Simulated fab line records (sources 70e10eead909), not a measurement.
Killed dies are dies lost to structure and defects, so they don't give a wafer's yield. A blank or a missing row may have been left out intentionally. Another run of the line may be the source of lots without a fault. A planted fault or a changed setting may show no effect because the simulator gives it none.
Which tool did it?    flow nandHarc    22 lots, 66 wafers sampled, at 3 steps of a route of 1159

== WHAT EACH GAUGE READ, for each wafer ==
NHARC_A_SGD_CUT_OVL_MEAS_10.
lot   measured      on          overlayXNm (nm)  overlayYNm (nm)
L075  day 14 06:21  overlay-01  -0.8 -1.0 -1.0   0.6 0.7 0.2
L076  day 14 06:11  overlay-02  -1.8 -2.0 -1.8   -0.2 -0.7 -0.3
L078  day 14 07:21  overlay-01  -1.7 -2.7 -2.1   -0.3 -0.4 -0.2
L074  day 14 13:02  overlay-01  -0.2 -0.2 -0.1   -0.2 -1.0 -0.8
L077  day 14 13:16  overlay-02  -0.8 -0.2 -0.6   0.4 0.4 -0.3
L079  day 14 15:20  overlay-02  1.0 0.7 1.3      0.0 0.3 0.5
L080  day 15 05:05  overlay-01  -0.1 0.2 -0.7    -0.3 -0.6 -0.3
L083  day 15 22:02  overlay-01  0.2 0.2 0.2      -1.1 -1.1 -0.3
L082  day 15 21:51  overlay-01  0.2 0.3 0.2      0.7 0.6 0.6
L081  day 16 09:59  overlay-02  0.0 0.6 0.6      0.0 0.2 -0.2
L084  day 16 09:48  overlay-01  0.7 1.0 0.8      0.1 0.4 0.2
L089  day 16 19:34  overlay-01  0.0 0.5 0.3      -0.5 -0.1 0.0
L085  day 16 19:47  overlay-02  1.1 1.3 1.3      0.0 -0.2 -0.8
L087  day 17 05:44  overlay-01  1.1 1.5 1.4      0.0 0.7 0.3
L090  day 17 20:56  overlay-01  -0.3 -0.1 -0.5   -0.5 -0.7 -0.4
L088  day 17 21:28  overlay-02  0.5 0.9 0.4      1.1 0.3 -0.1
L092  day 18 00:04  overlay-02  -0.1 0.3 -0.5    -0.4 -1.3 -0.8
L091  day 17 23:42  overlay-02  1.2 0.9 0.5      0.2 -0.1 -0.2
L093  day 18 16:48  overlay-01  -2.3 -2.0 -1.7   1.3 1.3 0.6
L094  day 18 17:07  overlay-02  0.5 0.3 0.3      0.9 0.9 0.7
L095  day 19 04:13  overlay-02  0.6 0.7 0.7      0.5 0.4 0.6
L096  day 19 04:26  overlay-01  0.2 0.8 0.0      1.2 1.4 0.5

== WHAT TOOL EACH LOT RAN ON (gives the tool, then ch and the chambers of the sampled wafers, and finally the start) ==
lot   NHARC_A_STAIRCASE_DESCUM_312       NHARC_A_STAIRCASE_CMP_472
L075  rieDiel-13 ch 1,3, day 12 04:22    cmp-02 ch 0,2,3, day 14 05:02
L076  rieDiel-03 ch 0,2, day 12 06:30    cmp-04 ch 1,2, day 14 04:58
L078  rieDiel-13 ch 1,2,3, day 12 09:09  cmp-01 ch 0,1,2, day 14 06:08
L074  rieDiel-13 ch 0,1,3, day 12 11:58  cmp-01 ch 1,2,3, day 14 11:50
L077  rieDiel-01 ch 1,2,3, day 12 17:17  cmp-04 ch 1,2,3, day 14 12:03
L079  rieDiel-03 ch 0,2,3, day 12 18:16  cmp-02 ch 0,1,3, day 14 14:14
L080  rieDiel-03 ch 0,1,2, day 13 07:41  cmp-02 ch 0,2,3, day 15 03:59
L083  rieDiel-03 ch 1,3, day 13 21:39    cmp-01 ch 0,1,2, day 15 20:44
L082  rieDiel-13 ch 1,2,3, day 13 22:50  cmp-02 ch 1,2,3, day 15 20:40
L081  rieDiel-03 ch 0,1,2, day 14 03:48  cmp-02 ch 0,2, day 16 08:46
L084  rieDiel-03 ch 0,2, day 14 08:54    cmp-04 ch 0,1,2, day 16 08:35
L089  rieDiel-13 ch 0,1,3, day 14 20:57  cmp-04 ch 0,1,3, day 16 18:22
L085  rieDiel-01 ch 0,1,3, day 14 22:12  cmp-04 ch 0,1,2, day 16 18:34
L087  rieDiel-13 ch 0,3, day 15 06:01    cmp-02 ch 0,2, day 17 04:33
L090  rieDiel-13 ch 0,2,3, day 15 20:04  cmp-02 ch 2,3, day 17 19:44
L088  rieDiel-03 ch 2,3, day 15 22:47    cmp-04 ch 0,1,3, day 17 20:24
L092  rieDiel-01 ch 2,3, day 16 03:10    cmp-02 ch 1,2,3, day 17 22:52
L091  rieDiel-13 ch 0,1,2, day 16 04:52  cmp-04 ch 1,2,3, day 17 22:35
L093  rieDiel-13 ch 0,2, day 16 18:05    cmp-04 ch 0,1, day 18 15:41
L094  rieDiel-03 ch 0,2,3, day 16 18:17  cmp-02 ch 1,2,3, day 18 15:56
L095  rieDiel-03 ch 0,3, day 17 04:03    cmp-04 ch 0,1,2, day 19 03:07
L096  rieDiel-01 ch 0,1,3, day 17 10:02  cmp-02 ch 0,2, day 19 03:12
- NHARC_A_STAIRCASE_DESCUM_312: chemistry O2, time 3 s.
- NHARC_A_STAIRCASE_CMP_472: polishes SiO2.

== WHAT THE TOOLS THEMSELVES READ (means of the sampled wafers that have a number; where no wafer has one, the mark that the record gives instead) ==
NHARC_A_STAIRCASE_DESCUM_312.
lot   tool        chamberPressureMTorr (mTorr)  drypumpMotorCurrentA (A)  o2FlowSccm (sccm)  oesProductAu (a.u.)  rfVppV (V)  showerheadPlenumPTorr (Torr)  throttleValvePct (%)
L075  rieDiel-13  60.03                         6.3                       199.9              0.989                58.0        1.83                          11.310
L076  rieDiel-03  59.99                         6.0                       200.3              0.997                57.2        1.86                          11.306
L078  rieDiel-13  60.03                         6.2                       200.1              0.999                58.0        1.90                          11.306
L074  rieDiel-13  60.01                         5.9                       199.9              1.000                57.0        1.85                          11.310
L077  rieDiel-01  59.99                         5.7                       199.7              0.990                57.8        1.82                          11.311
L079  rieDiel-03  60.00                         6.1                       199.8              1.010                57.5        1.86                          11.306
L080  rieDiel-03  59.96                         6.1                       200.2              1.003                57.2        1.82                          11.305
L083  rieDiel-03  59.98                         6.1                       200.2              1.001                56.5        1.81                          11.314
L082  rieDiel-13  60.07                         6.2                       200.1              0.989                57.9        2.01                          11.317
L081  rieDiel-03  59.99                         6.0                       199.5              1.000                57.2        1.81                          11.320
L084  rieDiel-03  59.96                         6.1                       199.3              1.003                58.0        1.82                          11.316
L089  rieDiel-13  59.97                         5.9                       199.6              1.004                57.8        1.95                          11.317
L085  rieDiel-01  59.97                         5.7                       200.0              0.996                57.0        1.86                          11.308
L087  rieDiel-13  60.01                         5.5                       200.2              1.009                58.2        1.89                          11.309
L090  rieDiel-13  60.09                         5.8                       200.3              1.003                57.9        1.94                          11.306
L088  rieDiel-03  60.00                         6.3                       199.7              1.009                56.9        1.81                          11.320
L092  rieDiel-01  59.99                         5.9                       200.5              0.998                57.3        1.80                          11.317
L091  rieDiel-13  60.01                         5.8                       199.4              1.005                57.4        1.91                          11.310
L093  rieDiel-13  60.04                         5.7                       199.3              1.007                57.7        1.91                          11.311
L094  rieDiel-03  59.99                         6.1                       200.1              1.007                57.2        1.85                          11.312
L095  rieDiel-03  59.95                         6.1                       200.3              0.998                58.0        1.89                          11.305
L096  rieDiel-01  60.01                         5.7                       199.5              1.000                57.7        1.85                          11.308

NHARC_A_STAIRCASE_CMP_472.
lot   tool    motorCurrentA (A)  retainingRingPressureFrac
L075  cmp-02  12.7               0.997
L076  cmp-04  11.1               1.003
L078  cmp-01  12.4               1.002
L074  cmp-01  12.5               1.001
L077  cmp-04  11.6               1.001
L079  cmp-02  13.4               1.003
L080  cmp-02  13.1               1.001
L083  cmp-01  12.6               1.004
L082  cmp-02  12.0               1.000
L081  cmp-02  14.1               1.005
L084  cmp-04  11.3               0.999
L089  cmp-04  11.7               1.001
L085  cmp-04  11.2               0.998
L087  cmp-02  13.5               0.995
L090  cmp-02  11.0               0.996
L088  cmp-04  11.7               0.999
L092  cmp-02  12.4               1.000
L091  cmp-04  12.1               0.999
L093  cmp-04  12.0               1.003
L094  cmp-02  12.2               0.997
L095  cmp-04  11.3               0.998
L096  cmp-02  14.2               1.001

== THE ANSWER, worked out from the rows above alone ==
Rule: what is usual is taken from the lots themselves. Put in order of their means at a reading, lots are off if they are a third of the lots or fewer, leave a main group of 4 or more, and stand apart from it by a gap of 3 or more times the standard deviation of the main group's means; of several such gaps the widest counts. Not used: any main group whose means are identical at the precision the tables above print for the reading. A lot without any number at a reading at which 4 lots or more have one is off too. Where the step has rows for the other lots, those lots are counted as sound. The gauges are gone through in route order, then the tools' own readings, and for those a lot's mean is taken as printed above. At the first step where some lot is off, the reading lying furthest off is the one used; lots without a number count as furthest.
No lot is off on any of the readings shown, so nothing can be concluded from this.

== WHAT THE SIMULATOR HAD PUT IN ==
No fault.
